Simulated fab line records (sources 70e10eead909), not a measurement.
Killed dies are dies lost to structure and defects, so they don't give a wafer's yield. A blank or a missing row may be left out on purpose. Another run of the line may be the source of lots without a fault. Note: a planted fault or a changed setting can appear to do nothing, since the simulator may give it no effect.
fab line records :: flow nand-harc
record:
  lots: 7
  wafers: 21
  last-day: 33
route steps=1302 shown A_CONTACT@1105 A_BLC@1107
lots untouched by any fault: they come from a run of this same line in which no faults occurred
start-h: start of the lot's first displayed wafer, in hours after the record's first day :: wait-h: hours from the lot's prior step to this one :: " same as the row above :: L1.1+2: a single row standing in for several wafers :: - no value present, or no start provided :: * or withheld: withheld :: < > ~ a bound
route shown NAME@n: names a module that has steps shown in the file, with the first one's number in the route :: usual: mean/standard deviation of fault-free wafers :: same: alike in all rows :: chamber/n: place in a boat :: sites: per-site readings :: _std_site: how widely they spread, as a standard deviation :: _edge_site: outer sites' mean less inner sites' :: radius-mm: how far each site lies from the wafer's centre :: mask NAME#n: copy n :: behind: the most recent tool/chamber to have shaped the wafer :: hold: cause of the lot's hold/its duration in hours/its outcome :: device: which transistor (n, p or np) failed to switch :: end of line: tests run on the same wafers once the route is complete :: where a step has no rows: the recipe by itself :: killed: count of dies lost to structure and defects at first sort (not the wafer's yield) :: map: the dies of a wafer, with x for killed, . for not killed, _ for no die there
set.NAME: the run value of the setting; set.NAME@STEP: its run value at that earlier step :: model.NAME: the simulator's own value behind a step, which no gauge read
certain route steps with their lots: each step a table, each wafer a row
services: from which hour (start-h, from the record's first day; less than 0 if before it) a tool's chamber was out of use, for how many hours, and why
== steps ==
step: NHARC_A_CONTACT_SRD_22
step: NHARC_A_CONTACT_INSPECT_23
usual:
  raw-defect-count: 522/140
lot.wafer: L911.1
tool: defect-inspect-01
chamber: -
start-h: 592.35
wait-h: 0.1
raw-defect-count: 452

lot.wafer: L911.3
tool: defect-inspect-01
chamber: -
start-h: 592.35
wait-h: 0.1
raw-defect-count: 690

lot.wafer: L911.5
tool: defect-inspect-01
chamber: -
start-h: 592.35
wait-h: 0.1
raw-defect-count: 670

lot.wafer: L915.2
tool: defect-inspect-01
chamber: -
start-h: 595.33
wait-h: 0.1
raw-defect-count: 604

lot.wafer: L915.3
tool: defect-inspect-01
chamber: -
start-h: 595.33
wait-h: 0.1
raw-defect-count: 782

lot.wafer: L915.6
tool: defect-inspect-01
chamber: -
start-h: 595.33
wait-h: 0.1
raw-defect-count: 727

lot.wafer: L914.1
tool: defect-inspect-02
chamber: -
start-h: 597.23
wait-h: 0.1
raw-defect-count: 497

lot.wafer: L914.4
tool: defect-inspect-02
chamber: -
start-h: 597.23
wait-h: 0.1
raw-defect-count: 867

lot.wafer: L914.5
tool: defect-inspect-02
chamber: -
start-h: 597.23
wait-h: 0.1
raw-defect-count: 716

lot.wafer: L916.2
tool: defect-inspect-01
chamber: -
start-h: 607.06
wait-h: 0.1
raw-defect-count: 396

lot.wafer: L916.4
tool: defect-inspect-01
chamber: -
start-h: 607.06
wait-h: 0.1
raw-defect-count: 548

lot.wafer: L916.6
tool: defect-inspect-01
chamber: -
start-h: 607.06
wait-h: 0.1
raw-defect-count: 490

lot.wafer: L919.2
tool: defect-inspect-02
chamber: -
start-h: 644.52
wait-h: 0.1
raw-defect-count: 553

lot.wafer: L919.5
tool: defect-inspect-02
chamber: -
start-h: 644.52
wait-h: 0.1
raw-defect-count: 666

lot.wafer: L919.6
tool: defect-inspect-02
chamber: -
start-h: 644.52
wait-h: 0.1
raw-defect-count: 568

lot.wafer: L922.1
tool: defect-inspect-02
chamber: -
start-h: 657.71
wait-h: 0.1
raw-defect-count: 555

lot.wafer: L922.2
tool: defect-inspect-02
chamber: -
start-h: 657.71
wait-h: 0.1
raw-defect-count: 531

lot.wafer: L922.4
tool: defect-inspect-02
chamber: -
start-h: 657.71
wait-h: 0.1
raw-defect-count: 450

lot.wafer: L930.2
tool: defect-inspect-01
chamber: -
start-h: 744.23
wait-h: 0.1
raw-defect-count: 520

lot.wafer: L930.5
tool: defect-inspect-01
chamber: -
start-h: 744.23
wait-h: 0.1
raw-defect-count: 594

lot.wafer: L930.6
tool: defect-inspect-01
chamber: -
start-h: 744.23
wait-h: 0.1
raw-defect-count: 520
step: NHARC_A_BLC_DEHYDRATE_00
recipe:
  temp-c: 150
  time-s: 120
step: NHARC_A_BLC_HMDS_01
recipe:
  time-s: 30
step: NHARC_A_BLC_COAT_02
recipe:
  temp-c: 260
  time-s: 75
step: NHARC_A_BLC_COAT_03
recipe:
  temp-c: 225
  time-s: 65
step: NHARC_A_BLC_COAT_04
recipe:
  spin-rpm: 1500
  resist-thk-nm: 90
step: NHARC_A_BLC_SOFTBAKE_05
recipe:
  temp-c: 105
  time-s: 55
step: NHARC_A_BLC_EBR_06
step: NHARC_A_BLC_EXPOSE_07
recipe:
  na: 1.35
  target-cd-nm: 100
  dose-mj: 67.97
  mask-id: A_BLC
step: NHARC_A_BLC_PEB_08
recipe:
  peb-temp-c: 100
  peb-time-s: 65
step: NHARC_A_BLC_DEVELOP_09
recipe:
  develop-time-s: 35
  dev-temp-c: 23
usual:
  chill-plate-temp-C: 23.02/0.12
  develop-time-s: 35/0
lot.wafer: L911.1
tool: litho-track-04
chamber: 0
start-h: 592
wait-h: -
chill-plate-temp-C: 23.04
develop-time-s: 35

lot.wafer: L911.3
tool: litho-track-04
chamber: 0
start-h: 592
wait-h: -
chill-plate-temp-C: 23.18
develop-time-s: 35

lot.wafer: L911.5
tool: litho-track-04
chamber: 0
start-h: 592
wait-h: -
chill-plate-temp-C: 23.19
develop-time-s: 35

lot.wafer: L915.2
tool: litho-track-01
chamber: -
start-h: 595
wait-h: -
chill-plate-temp-C: -
develop-time-s: -

lot.wafer: L915.3
tool: litho-track-01
chamber: -
start-h: 595
wait-h: -
chill-plate-temp-C: -
develop-time-s: -

lot.wafer: L915.6
tool: litho-track-01
chamber: -
start-h: 595
wait-h: -
chill-plate-temp-C: -
develop-time-s: -

lot.wafer: L914.1
tool: litho-track-06
chamber: -
start-h: 597
wait-h: -
chill-plate-temp-C: -
develop-time-s: -

lot.wafer: L914.4
tool: litho-track-06
chamber: -
start-h: 597
wait-h: -
chill-plate-temp-C: -
develop-time-s: -

lot.wafer: L914.5
tool: litho-track-06
chamber: -
start-h: 597
wait-h: -
chill-plate-temp-C: -
develop-time-s: -

lot.wafer: L916.2
tool: litho-track-04
chamber: -
start-h: 607
wait-h: -
chill-plate-temp-C: -
develop-time-s: -

lot.wafer: L916.4
tool: litho-track-04
chamber: -
start-h: 607
wait-h: -
chill-plate-temp-C: -
develop-time-s: -

lot.wafer: L916.6
tool: litho-track-04
chamber: -
start-h: 607
wait-h: -
chill-plate-temp-C: -
develop-time-s: -

lot.wafer: L919.2
tool: litho-track-01
chamber: 0
start-h: 644
wait-h: -
chill-plate-temp-C: 22.85
develop-time-s: 35

lot.wafer: L919.5
tool: litho-track-01
chamber: 0
start-h: 644
wait-h: -
chill-plate-temp-C: 22.95
develop-time-s: 35

lot.wafer: L919.6
tool: litho-track-01
chamber: 0
start-h: 644
wait-h: -
chill-plate-temp-C: 23.05
develop-time-s: 35

lot.wafer: L922.1
tool: litho-track-04
chamber: 0
start-h: 658
wait-h: -
chill-plate-temp-C: 23.12
develop-time-s: 35

lot.wafer: L922.2
tool: litho-track-04
chamber: 0
start-h: 658
wait-h: -
chill-plate-temp-C: 23.17
develop-time-s: 35

lot.wafer: L922.4
tool: litho-track-04
chamber: 0
start-h: 658
wait-h: -
chill-plate-temp-C: 22.82
develop-time-s: 35

lot.wafer: L930.2
tool: litho-track-04
chamber: 0
start-h: 744
wait-h: -
chill-plate-temp-C: 23.21
develop-time-s: 35

lot.wafer: L930.5
tool: litho-track-04
chamber: 0
start-h: 744
wait-h: -
chill-plate-temp-C: 23.11
develop-time-s: 35

lot.wafer: L930.6
tool: litho-track-04
chamber: 0
start-h: 744
wait-h: -
chill-plate-temp-C: 23.01
develop-time-s: 35
step: NHARC_A_BLC_CD_MEAS_10
recipe:
  target-cd-nm: 100
  landing-energy-ev: 500
usual:
  cd-nm: 99.7/0.67
lot.wafer: L911.1
tool: cd-sem-03
chamber: 0
start-h: 592.86
wait-h: -
cd-nm: 101.4

lot.wafer: L911.3
tool: cd-sem-03
chamber: 0
start-h: 592.86
wait-h: -
cd-nm: 100.5

lot.wafer: L911.5
tool: cd-sem-03
chamber: 0
start-h: 592.86
wait-h: -
cd-nm: 99.5

lot.wafer: L915.2
tool: cd-sem-01
chamber: 0
start-h: 595.84
wait-h: -
cd-nm: -

lot.wafer: L915.3
tool: cd-sem-01
chamber: 0
start-h: 595.84
wait-h: -
cd-nm: -

lot.wafer: L915.6
tool: cd-sem-01
chamber: 0
start-h: 595.84
wait-h: -
cd-nm: -

lot.wafer: L914.1
tool: cd-sem-01
chamber: 0
start-h: 597.73
wait-h: -
cd-nm: -

lot.wafer: L914.4
tool: cd-sem-01
chamber: 0
start-h: 597.73
wait-h: -
cd-nm: -

lot.wafer: L914.5
tool: cd-sem-01
chamber: 0
start-h: 597.73
wait-h: -
cd-nm: -

lot.wafer: L916.2
tool: cd-sem-01
chamber: 0
start-h: 607.57
wait-h: -
cd-nm: -

lot.wafer: L916.4
tool: cd-sem-01
chamber: 0
start-h: 607.57
wait-h: -
cd-nm: -

lot.wafer: L916.6
tool: cd-sem-01
chamber: 0
start-h: 607.57
wait-h: -
cd-nm: -

lot.wafer: L919.2
tool: cd-sem-01
chamber: 0
start-h: 645.03
wait-h: -
cd-nm: 100.5

lot.wafer: L919.5
tool: cd-sem-01
chamber: 0
start-h: 645.03
wait-h: -
cd-nm: 99.6

lot.wafer: L919.6
tool: cd-sem-01
chamber: 0
start-h: 645.03
wait-h: -
cd-nm: 99.7

lot.wafer: L922.1
tool: cd-sem-02
chamber: 0
start-h: 658.21
wait-h: -
cd-nm: 100.2

lot.wafer: L922.2
tool: cd-sem-02
chamber: 0
start-h: 658.21
wait-h: -
cd-nm: 100.1

lot.wafer: L922.4
tool: cd-sem-02
chamber: 0
start-h: 658.21
wait-h: -
cd-nm: 99.3

lot.wafer: L930.2
tool: cd-sem-01
chamber: 0
start-h: 744.74
wait-h: -
cd-nm: 99.8

lot.wafer: L930.5
tool: cd-sem-01
chamber: 0
start-h: 744.74
wait-h: -
cd-nm: 100.1

lot.wafer: L930.6
tool: cd-sem-01
chamber: 0
start-h: 744.74
wait-h: -
cd-nm: 100.5
== services ==
tool: litho-track-01
chamber: -
start-h: 680.00
hours: 7.0
kind: pm

tool: litho-track-06
chamber: -
start-h: 704.00
hours: 7.0
kind: pm

tool: litho-track-04
chamber: -
start-h: 728.00
hours: 7.0
kind: pm
== key ==
first-sign:
  step: NHARC_A_BLC_DEVELOP_09
  reading: tool-record
  direction: missing
effect none on later readings
met-at NHARC_A_BLC_DEVELOP_09
struck-wafers L914.1,L914.4,L914.5,L915.2,L915.3,L915.6,L916.2,L916.4,L916.6
later-rows-left-out L914.1,L914.4,L914.5,L915.2,L915.3,L915.6,L916.2,L916.4,L916.6
sort-left-out L914.1,L914.4,L914.5,L915.2,L915.3,L915.6,L916.2,L916.4,L916.6
tester-left-out L914,L915,L916
fault:
  kind: skipped-step-whole
  tool: litho-track-01,litho-track-04,litho-track-06
  chamber: -
  onset-h: 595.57
  steps: NHARC_A_BLC_DEVELOP_09
  scope: struck-lots-only
tester-left-out: of these lots the tester's yield and bins aren't shown, on N5 and GAA mostly nor the transistor test; their killed dies are dies lost to structure and defects alone, not to doping, threshold or leakage, so they don't give the yield
sort-left-out: the simulated sort isn't trusted on such a fault, so these wafers' sort isn't shown, and their yield isn't known
later-rows-left-out: the simulator's readings of these wafers behind a module that went badly wrong aren't trusted and aren't shown, but for the sort
